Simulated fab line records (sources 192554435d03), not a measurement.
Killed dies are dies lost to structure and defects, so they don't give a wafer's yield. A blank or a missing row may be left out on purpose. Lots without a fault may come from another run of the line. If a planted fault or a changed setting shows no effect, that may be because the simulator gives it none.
fab line records + flow n5Finfet
record
- lots=10
- wafers=29
- lastDay=18
route steps=1938 shown BEOL_M15@1817 TV_LITHO@1884 PAD_METAL@1896 PASSIVATION@1909
lots untouched by any fault: they come from a run of this same line in which no faults occurred
startH: hours from the record's first day to the start of the lot's first wafer shown + waitH: hours elapsed since this lot's preceding step + " as in the row above + L1.1+2: several wafers, shown together as one row + - value missing, or start not given + * or withheld: withheld + < > ~ a bound
route shown NAME@n: a module of which the file shows steps, and the number in the route of the first + usual: mean and standard deviation over wafers with no fault + same: alike in all rows + chamber/n: place in a boat + sites: each site's reading + _std_site: their standard deviation + _edge_site: inner sites' mean taken away from outer sites' mean + radiusMm: for every site, how far away it sits from the centre of the wafer + mask NAME#n: copy n + behind: tool/chamber where the wafer was last shaped + hold: why the lot was held/for how many hours/how that ended + device: the n, p or np transistor that did not switch + end of line: the same wafers' tests at the end of the route + step lacking rows: just its recipe + killed: the dies lost at the first sort to structure and to defects; this is not the yield of the wafer + map: a wafer's dies, marking killed ones x, the rest . and places with no die _
set.NAME: the setting that was run; set.NAME@STEP: the one run at that earlier step + model.NAME: the simulator's own value behind a step, which no gauge read
a sample of lots followed through the steps of the route, with each step as a table and each wafer as a row
services: a tool's chamber out of use, with start hour (startH, from the record's first day; less than 0 if before it), hours out, and reason
## steps
# step N5_BEOL_M15_DEGAS_41
# recipe
- ambient=vacuum
- tempC=300
- timeS=60
# usual
- heaterPowerW=481/51
- susceptorTempC=300.00/0.19
| lot.wafer | tool          | chamber | startH | waitH | heaterPowerW | susceptorTempC |
|-----------|---------------|---------|--------|-------|--------------|----------------|
| L703.2    | pvdSputter-03 | -       | 258.82 | 0.3   | 475          | 299.64         |
| L703.3    | "             | -       | "      | "     | 542          | 300.09         |
| L703.4    | "             | -       | "      | "     | 568          | 300.04         |
| L704.2    | pvdSputter-03 | -       | 262.53 | 0.5   | 484          | 299.77         |
| L704.4    | "             | -       | "      | "     | 460          | 300.07         |
| L704.5    | "             | -       | "      | "     | 455          | 299.94         |
| L705.1    | pvdSputter-01 | -       | 264.27 | 0.3   | 467          | 300.24         |
| L705.3    | "             | -       | "      | "     | 421          | 300.03         |
| L705.4    | "             | -       | "      | "     | 520          | 300.07         |
| L706.1    | pvdSputter-02 | -       | 268.86 | 0.3   | 439          | 300.10         |
| L706.4    | "             | -       | "      | "     | 481          | 300.25         |
| L706.6    | "             | -       | "      | "     | 444          | 299.77         |
| L707.1    | pvdSputter-03 | -       | 270.04 | 0.6   | 494          | 299.85         |
| L707.3    | "             | -       | "      | "     | 570          | 299.69         |
| L707.6    | "             | -       | "      | "     | 561          | 299.85         |
| L717.1    | pvdSputter-01 | -       | 334.02 | 0.1   | 404          | 299.99         |
| L717.5    | "             | -       | "      | "     | 410          | 300.01         |
| L718.1    | pvdSputter-01 | -       | 344.72 | 0.3   | 404          | 299.93         |
| L718.5    | "             | -       | "      | "     | 519          | 299.87         |
| L718.6    | "             | -       | "      | "     | 422          | 300.38         |
| L722.2    | pvdSputter-03 | -       | 372.92 | 0.4   | 453          | 299.98         |
| L722.4    | "             | -       | "      | "     | 557          | 299.53         |
| L722.6    | "             | -       | "      | "     | 463          | 300.07         |
| L725.1    | pvdSputter-03 | -       | 396.31 | 0.1   | 453          | 299.90         |
| L725.2    | "             | -       | "      | "     | 494          | 299.77         |
| L725.3    | "             | -       | "      | "     | 542          | 300.32         |
| L726.1    | pvdSputter-03 | -       | 399.40 | 0.5   | 484          | 300.15         |
| L726.4    | "             | -       | "      | "     | 543          | 299.98         |
| L726.5    | "             | -       | "      | "     | 537          | 300.09         |
# step N5_PASSIVATION_OVL_MEAS_60
# recipe
- pointsPerWafer=44
# usual
- TV_OVL=3/4.9
| lot.wafer | tool       | chamber | startH | waitH | TV_OVL[nm] |
|-----------|------------|---------|--------|-------|------------|
| L703.2    | overlay-01 | 0       | 267.38 | 0.0   | 7          |
| L703.3    | "          | 0       | "      | "     | 10         |
| L703.4    | "          | 0       | "      | "     | 7          |
| L704.2    | overlay-01 | 0       | 271.19 | 0.0   | 1          |
| L704.4    | "          | 0       | "      | "     | 4          |
| L704.5    | "          | 0       | "      | "     | 0          |
| L705.1    | overlay-01 | 0       | 272.24 | 0.0   | 1          |
| L705.3    | "          | 0       | "      | "     | 3          |
| L705.4    | "          | 0       | "      | "     | -1         |
| L706.1    | overlay-02 | 0       | 278.15 | 0.0   | 10         |
| L706.4    | "          | 0       | "      | "     | 6          |
| L706.6    | "          | 0       | "      | "     | 1          |
| L707.1    | overlay-01 | 0       | 278.32 | 0.0   | 10         |
| L707.3    | "          | 0       | "      | "     | 8          |
| L707.6    | "          | 0       | "      | "     | 15         |
| L717.1    | overlay-02 | 0       | 343.44 | 0.0   | -3         |
| L717.5    | "          | 0       | "      | "     | 3          |
| L718.1    | overlay-01 | 0       | 352.73 | 0.0   | 2          |
| L718.5    | "          | 0       | "      | "     | -6         |
| L718.6    | "          | 0       | "      | "     | -8         |
| L722.2    | overlay-02 | 0       | 381.38 | 0.0   | 1          |
| L722.4    | "          | 0       | "      | "     | -11        |
| L722.6    | "          | 0       | "      | "     | 2          |
| L725.1    | overlay-02 | 0       | 405.68 | 0.0   | 6          |
| L725.2    | "          | 0       | "      | "     | 1          |
| L725.3    | "          | 0       | "      | "     | 3          |
| L726.1    | overlay-02 | 0       | 430.03 | 0.0   | 10         |
| L726.4    | "          | 0       | "      | "     | 4          |
| L726.5    | "          | 0       | "      | "     | 6          |
# step N5_PASSIVATION_AL_DEP_21
# recipe
- material=Al
- targetThkA=28000
- tempC=400
- timeS=170
- powerW=30000
- chamberPressurePa=0.4
- gas=Ar
# usual
- susceptorTempC=400.00/0.23
- throttleValvePct=30.3/1.2
| lot.wafer | tool          | chamber | startH | waitH | susceptorTempC | throttleValvePct |
|-----------|---------------|---------|--------|-------|----------------|------------------|
| L703.2    | pvdSputter-03 | -       | 268.56 | 0.1   | 400.03         | 32.3             |
| L703.3    | "             | -       | "      | "     | 399.94         | 30.0             |
| L703.4    | "             | -       | "      | "     | 399.87         | 28.2             |
| L704.2    | pvdSputter-01 | -       | 272.56 | 0.1   | 400.22         | 31.3             |
| L704.4    | "             | -       | "      | "     | 400.18         | 28.9             |
| L704.5    | "             | -       | "      | "     | 399.99         | 30.0             |
| L705.1    | pvdSputter-02 | -       | 273.32 | 0.1   | 399.97         | 31.1             |
| L705.3    | "             | -       | "      | "     | 399.66         | 27.7             |
| L705.4    | "             | -       | "      | "     | 400.45         | 29.9             |
| L706.1    | pvdSputter-02 | -       | 279.39 | 0.1   | 399.69         | 27.8             |
| L706.4    | "             | -       | "      | "     | 399.75         | 31.1             |
| L706.6    | "             | -       | "      | "     | 399.82         | 29.7             |
| L707.1    | pvdSputter-01 | -       | 279.55 | 0.1   | 399.97         | 28.8             |
| L707.3    | "             | -       | "      | "     | 400.36         | 31.4             |
| L707.6    | "             | -       | "      | "     | 399.89         | 31.3             |
| L717.1    | pvdSputter-01 | -       | 344.52 | 0.1   | 400.08         | 28.9             |
| L717.5    | "             | -       | "      | "     | -              | 31.5             |
| L718.1    | pvdSputter-02 | -       | 353.58 | 0.1   | 399.88         | 31.2             |
| L718.5    | "             | -       | "      | "     | 400.02         | 31.3             |
| L718.6    | "             | -       | "      | "     | 399.96         | 31.8             |
| L722.2    | pvdSputter-02 | -       | 382.50 | 0.1   | 399.57         | 29.8             |
| L722.4    | "             | -       | "      | "     | 400.13         | 31.3             |
| L722.6    | "             | -       | "      | "     | 400.12         | 31.4             |
| L725.1    | pvdSputter-03 | -       | 407.02 | 0.1   | 400.11         | 29.7             |
| L725.2    | "             | -       | "      | "     | 399.93         | 28.5             |
| L725.3    | "             | -       | "      | "     | 399.99         | 32.2             |
| L726.1    | pvdSputter-01 | -       | 431.00 | 0.1   | 399.88         | 30.1             |
| L726.4    | "             | -       | "      | "     | 400.07         | 29.0             |
| L726.5    | "             | -       | "      | "     | 400.17         | 30.3             |
# step N5_PASSIVATION_AL_ETCH_33
# recipe
- chemistry=Cl2/BCl3
- targetDepthA=28000
- overEtchFrac=0.15
- Cl2_flow_sccm=180
- bcl3FlowSccm=60
- target=Al
- stopOn=TaN
- timeS=466.7
- ionEnergyEv=100
- pressureMtorr=10
- icpW=900
- biasW=100
# usual
- chamberPressureMTorr=10.000/0.0094
- drypumpMotorCurrentA=5.7/0.47
- oesProductAu=0.74/0.038
- throttleValvePct=34.44/0.27
| lot.wafer | tool        | chamber | startH | waitH | chamberPressureMTorr | drypumpMotorCurrentA | oesProductAu | rfHoursCounterH | throttleValvePct |
|-----------|-------------|---------|--------|-------|----------------------|----------------------|--------------|-----------------|------------------|
| L703.2    | rieMetal-03 | 0       | 269.20 | 0.1   | 10.020               | 5.4                  | 0.78         | 16              | 34.10            |
| L703.3    | "           | 0       | "      | "     | 10.004               | 5.4                  | 0.78         | -               | 34.08            |
| L703.4    | "           | 1       | "      | "     | 9.996                | 4.9                  | 0.78         | -               | 34.36            |
| L704.2    | rieMetal-02 | 1       | 273.61 | 0.1   | 10.003               | 6.2                  | 0.77         | 13              | 34.93            |
| L704.4    | "           | 1       | "      | "     | 9.999                | 6.2                  | 0.77         | -               | 34.95            |
| L704.5    | "           | 0       | "      | "     | 9.995                | 6.1                  | 0.75         | -               | 34.50            |
| L705.1    | rieMetal-03 | 1       | 274.17 | 0.1   | 10.008               | 4.9                  | 0.78         | 12              | 34.34            |
| L705.3    | "           | 0       | "      | "     | 9.999                | 5.4                  | 0.77         | -               | 34.11            |
| L705.4    | "           | 1       | "      | "     | 9.990                | 5.0                  | 0.78         | -               | 34.35            |
| L706.1    | rieMetal-01 | 1       | 280.16 | 0.1   | 9.991                | 6.1                  | 0.66         | 46              | 34.36            |
| L706.4    | "           | 1       | "      | "     | 9.992                | 6.1                  | 0.68         | -               | 34.36            |
| L706.6    | "           | 1       | "      | "     | 10.004               | 6.1                  | 0.68         | -               | 34.37            |
| L707.1    | rieMetal-02 | 1       | 280.32 | 0.1   | 9.997                | 6.2                  | 0.78         | 14              | 34.92            |
| L707.3    | "           | 0       | "      | "     | 10.013               | 6.1                  | 0.77         | -               | 34.46            |
| L707.6    | "           | 1       | "      | "     | 9.997                | 6.2                  | 0.77         | -               | 34.92            |
| L717.1    | rieMetal-01 | 0       | 346.12 | 0.1   | 10.000               | 5.3                  | 0.78         | 14              | 34.26            |
| L717.5    | "           | 1       | "      | "     | 9.990                | 6.1                  | 0.53         | -               | 34.91            |
| L718.1    | rieMetal-03 | 1       | 355.30 | 0.1   | 9.994                | 5.0                  | 0.75         | 20              | 34.37            |
| L718.5    | "           | 1       | "      | "     | 9.985                | 5.0                  | 0.74         | -               | 34.38            |
| L718.6    | "           | 0       | "      | "     | 9.995                | 5.4                  | 0.74         | -               | 34.14            |
| L722.2    | rieMetal-03 | 0       | 383.54 | 0.1   | 10.009               | 5.4                  | 0.74         | 27              | 34.12            |
| L722.4    | "           | 1       | "      | "     | 9.992                | 5.0                  | 0.75         | -               | 34.37            |
| L722.6    | "           | 1       | "      | "     | 9.996                | 4.9                  | 0.74         | -               | 34.37            |
| L725.1    | rieMetal-01 | 0       | 407.77 | 0.1   | 10.002               | 5.3                  | 0.78         | 19              | 34.23            |
| L725.2    | "           | 1       | "      | "     | 10.004               | 6.0                  | 0.64         | 59              | 34.38            |
| L725.3    | "           | 1       | "      | "     | 9.995                | 6.0                  | 0.65         | -               | 34.36            |
| L726.1    | rieMetal-02 | 0       | 431.68 | 0.1   | 10.005               | 6.1                  | 0.73         | 33              | 34.47            |
| L726.4    | "           | 0       | "      | "     | 9.998                | 6.0                  | 0.73         | -               | 34.50            |
| L726.5    | "           | 1       | "      | "     | 10.002               | 6.2                  | 0.73         | -               | 34.93            |
# step N5_PASSIVATION_PASS_ETCH_47
# recipe
- chemistry=CF4/O2
- target=SiNx
- targetDepthA=7700
- timeS=385
- ionEnergyEv=100
- pressureMtorr=40
- sourceW=535
- biasW=49
- Ar_flow_sccm=100
- cf4FlowSccm=100
- O2_flow_sccm=10
# usual
- O2_flow_sccm=10.00/0.032
- chamberPressureMTorr=40.00/0.036
- drypumpMotorCurrentA=5.7/0.42
- oesProductAu=0.79/0.092
- rfVppV=239/4.6
- showerheadPlenumPTorr=2.21/0.059
- throttleValvePct=15.80/0.24
| lot.wafer | tool       | chamber | startH | waitH | O2_flow_sccm | chamberPressureMTorr | drypumpMotorCurrentA | oesProductAu | rfHoursCounterH | rfVppV | showerheadPlenumPTorr | throttleValvePct |
|-----------|------------|---------|--------|-------|--------------|----------------------|----------------------|--------------|-----------------|--------|-----------------------|------------------|
| L703.2    | rieDiel-03 | 2       | 271.61 | 0.0   | 9.94         | 39.94                | 5.2                  | 0.75         | 197             | 239    | 2.19                  | 15.82            |
| L703.3    | "          | 3       | "      | "     | 9.98         | 39.99                | 5.9                  | 0.91         | 20              | 233    | 2.26                  | 15.58            |
| L703.4    | "          | 0       | "      | "     | 9.99         | 39.96                | 5.3                  | 0.78         | 133             | 238    | 2.29                  | 15.67            |
| L704.2    | rieDiel-01 | 3       | 276.01 | 0.0   | 10.03        | 39.96                | 6.2                  | 0.80         | 71              | 233    | 2.33                  | 15.79            |
| L704.4    | "          | 3       | "      | "     | 10.01        | 39.97                | 6.2                  | 0.81         | -               | 235    | 2.33                  | 15.78            |
| L704.5    | "          | 0       | "      | "     | 9.98         | 40.05                | 5.8                  | 0.72         | -               | 234    | 2.19                  | 15.85            |
| L705.1    | rieDiel-04 | 1       | 276.50 | 0.0   | 9.97         | 40.01                | 6.0                  | 0.80         | 76              | 243    | 2.22                  | 15.97            |
| L705.3    | "          | 0       | "      | "     | 10.09        | 40.03                | 6.1                  | 0.73         | 206             | 239    | 2.18                  | 16.21            |
| L705.4    | "          | 2       | "      | "     | 10.03        | 40.02                | 6.0                  | 0.92         | 15              | 244    | 2.17                  | 15.39            |
| L706.1    | rieDiel-04 | 3       | 281.85 | 0.0   | 9.98         | 40.01                | 5.9                  | 0.70         | 246             | 242    | 2.25                  | 15.96            |
| L706.4    | "          | 1       | "      | "     | 10.02        | 40.04                | 6.0                  | 0.80         | 78              | 245    | 2.22                  | 15.96            |
| L706.6    | "          | 1       | "      | "     | 9.97         | 40.00                | 6.0                  | 0.80         | -               | 244    | 2.22                  | 15.97            |
| L707.1    | rieDiel-01 | 2       | 282.13 | 0.0   | 10.04        | 40.01                | 4.8                  | 0.69         | 222             | 247    | 2.10                  | 16.07            |
| L707.3    | "          | 3       | "      | "     | 9.96         | 39.99                | 6.2                  | 0.80         | 74              | 234    | 2.33                  | 15.80            |
| L707.6    | "          | 3       | "      | "     | 9.96         | 39.96                | 6.2                  | 0.80         | -               | 233    | 2.33                  | 15.79            |
| L717.1    | rieDiel-04 | 2       | 348.01 | 0.0   | 10.03        | 40.03                | 6.1                  | 0.86         | 49              | 245    | 2.15                  | 15.48            |
| L717.5    | "          | 3       | "      | "     | 9.99         | 39.97                | 6.0                  | 0.95         | -               | 240    | 2.25                  | 15.50            |
| L718.1    | rieDiel-04 | 0       | 359.11 | 0.0   | 10.03        | 40.01                | 6.0                  | 0.70         | 246             | 239    | 2.17                  | 16.27            |
| L718.5    | "          | 3       | "      | "     | 9.99         | 40.02                | 5.9                  | 0.94         | -               | 242    | 2.24                  | 15.53            |
| L718.6    | "          | 0       | "      | "     | 9.94         | 39.96                | 6.1                  | 0.69         | -               | 237    | 2.17                  | 16.27            |
| L722.2    | rieDiel-03 | 1       | 385.29 | 0.0   | 10.03        | 39.93                | 5.4                  | 0.69         | 221             | 244    | 2.18                  | 15.81            |
| L722.4    | "          | 0       | "      | "     | 10.00        | 39.97                | 5.3                  | 0.74         | -               | 236    | 2.28                  | 15.76            |
| L722.6    | "          | 3       | "      | "     | 10.00        | 39.96                | 5.9                  | 0.82         | -               | 232    | 2.25                  | 15.68            |
| L725.1    | rieDiel-03 | 0       | 409.51 | 0.0   | 10.03        | 40.00                | 5.3                  | 0.73         | 196             | 234    | 2.27                  | 15.77            |
| L725.2    | "          | 3       | "      | "     | 10.01        | 40.01                | 5.9                  | 0.81         | 81              | 233    | 2.24                  | 15.69            |
| L725.3    | "          | 1       | "      | "     | 10.00        | 40.03                | 5.4                  | 0.69         | 233             | 244    | 2.17                  | 15.83            |
| L726.1    | rieDiel-03 | 0       | 433.36 | 0.0   | 10.03        | 40.04                | 5.3                  | 0.72         | 204             | 236    | 2.27                  | 15.79            |
| L726.4    | "          | 3       | "      | "     | 9.99         | 40.01                | 5.9                  | 0.80         | 90              | 231    | 2.24                  | 15.72            |
| L726.5    | "          | 2       | "      | "     | 9.97         | 39.99                | 5.2                  | 0.95         | -               | 244    | 2.17                  | 15.43            |
# step N5_PASSIVATION_PROBE_49
# usual
- defectLimitedYield=91.4/1.4
- killed_at_M0_to_M3=31/10
- killed_at_M4_up=14/5.6
- killedAtContacts=13/6.3
- killedAtFrontEnd=39/10
- killedAtOther=4/3.1
- killedDies=101/16
- killedOnRim=13/3.9
- killedOpen=65/13
- killedShort=34/7.2
- sort_bin_5_function=5.1/0.88
- sort_bin_6_memory=3.2/0.66
- sortNPass=1079/16
- sortYieldPct=91.4/1.4
# same
- grossDies=1180
- killedAtBackSide=0
- sort_bin_4_leakage[%]=0
- sort_bin_8_speed[%]=0
| lot.wafer | tool      | chamber | startH | waitH | defectLimitedYield[%] | killed_at_M0_to_M3 | killed_at_M4_up | killedAtContacts | killedAtFrontEnd | killedAtOther | killedDies | killedOnRim | killedOpen | killedShort | sort_bin_5_function[%] | sort_bin_6_memory[%] | sortNPass | sortYieldPct[%] |
|-----------|-----------|---------|--------|-------|-----------------------|--------------------|-----------------|------------------|------------------|---------------|------------|-------------|------------|-------------|------------------------|----------------------|-----------|-----------------|
| L707.1    | prober-02 | -       | 286.84 | 0.0   | 90.8                  | 44                 | 16              | 5                | 34               | 10            | 109        | 19          | 74         | 35          | 6.5                    | 2.6                  | 1071      | 90.8            |
| L707.3    | prober-02 | -       | 286.94 | 0.1   | 90.3                  | 43                 | 32              | 12               | 22               | 5             | 114        | 19          | 80         | 32          | 5.8                    | 3.6                  | 1066      | 90.3            |
| L707.6    | prober-02 | -       | 287.09 | 0.3   | 91.8                  | 32                 | 20              | 12               | 28               | 5             | 97         | 11          | 62         | 35          | 4.7                    | 3.2                  | 1083      | 91.8            |
# killed by level:class
L707.1 BEOL_M3:geometricParticle:open=10 BEOL_M2:geometricParticle:open=9 DUMMY_GATE:geometricParticle:open=9 BEOL_M0_SAQP:geometricParticle:short=8 BEOL_M0_SAQP:geometricParticle:open=8 BEOL_M4:geometricParticle:short=6 BEOL_M1:geometricParticle:open=6 FIN_SAQP:geometricParticle:open=5
L707.3 BEOL_M4:geometricParticle:open=21 BEOL_M2:geometricParticle:open=14 BEOL_M0_SAQP:geometricParticle:short=10 MOL_CONTACT_COAG:geometricParticle:open=9 BEOL_M3:geometricParticle:open=7 STI_FIN_REVEAL:geometricParticle:open=5 STARTING-WAFER:geometricParticle:open=4 FIN_SAQP:geometricParticle:short=3
L707.6 BEOL_M4:geometricParticle:open=14 MOL_CONTACT_COAG:geometricParticle:open=7 BEOL_M0_SAQP:geometricParticle:short=7 STI_FIN_REVEAL:geometricParticle:open=6 BEOL_M0_SAQP:geometricParticle:open=6 MOL_CONTACT_COAG:geometricParticle:short=5 BEOL_M3:geometricParticle:open=5 BEOL_M3:geometricParticle:short=4
## services
| tool          | chamber | startH | hours | kind                        |
|---------------|---------|--------|-------|-----------------------------|
| rieMetal-02   | 1       | 238.10 | 16.0  | repair                      |
| rieDiel-04    | 1       | 287.30 | 4.7   | repair                      |
| rieDiel-03    | 3       | 291.56 | 6.8   | repair                      |
| rieDiel-03    | -       | 293.56 | 1.1   | repair                      |
| rieDiel-03    | 0       | 296.71 | 5.3   | repair                      |
| rieDiel-01    | -       | 306.91 | 75.6  | repair                      |
| rieDiel-04    | -       | 308.37 | 4.3   | pm                          |
| rieDiel-04    | 3       | 321.46 | 9.9   | repair                      |
| pvdSputter-03 | -       | 355.26 | 3.1   | repair                      |
| rieMetal-02   | 1       | 356.58 | 8.9   | repair                      |
| rieMetal-01   | 0       | 359.15 | 20.8  | repair                      |
| rieDiel-04    | 0       | 360.70 | 5.8   | repair                      |
| rieMetal-03   | 1       | 363.93 | 2.0   | repair                      |
| rieMetal-02   | -       | 364.80 | 8.8   | repair                      |
| rieDiel-04    | 3       | 368.33 | 39.2  | repair                      |
| rieDiel-03    | 1       | 380.94 | 2.6   | repair                      |
| rieDiel-04    | 1       | 381.81 | 1.8   | repair                      |
| rieDiel-03    | 2       | 383.71 | -     | clean                       |
| rieDiel-03    | 2       | 383.71 | -     | consumableReplace:esc       |
| rieDiel-03    | 2       | 383.71 | -     | consumableReplace:focusRing |
| rieMetal-02   | -       | 394.28 | 15.6  | pm                          |
| pvdSputter-02 | -       | 402.50 | 33.0  | repair                      |
| rieDiel-04    | 0       | 409.71 | 7.7   | repair                      |
| rieMetal-02   | -       | 428.72 | 1.4   | pm                          |
## key
firstSign
- step=N5_PASSIVATION_AL_ETCH_33
- reading=oesProductAu
- direction=down
- sigmas=5.7
- usual=0.74
- struck=0.53
effect none on later readings
metAt N5_PASSIVATION_AL_DEP_21
struckLots L717
struckWafers L717.5
notActingAt N5_BEOL_M15_DEGAS_41,N5_PASSIVATION_OVL_MEAS_60,N5_PASSIVATION_PASS_ETCH_47
onsetBetween 279.55 344.52
fault
- kind=processParameterDrift
- tool=pvdSputter-01
- chamber=-
- onsetH=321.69
- steps=N5_PASSIVATION_AL_DEP_21
- channel=timeS
- offset=*
- shape=step
- endH=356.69
- scope=struckWafersOnly
- actsIn=*
- stated=*
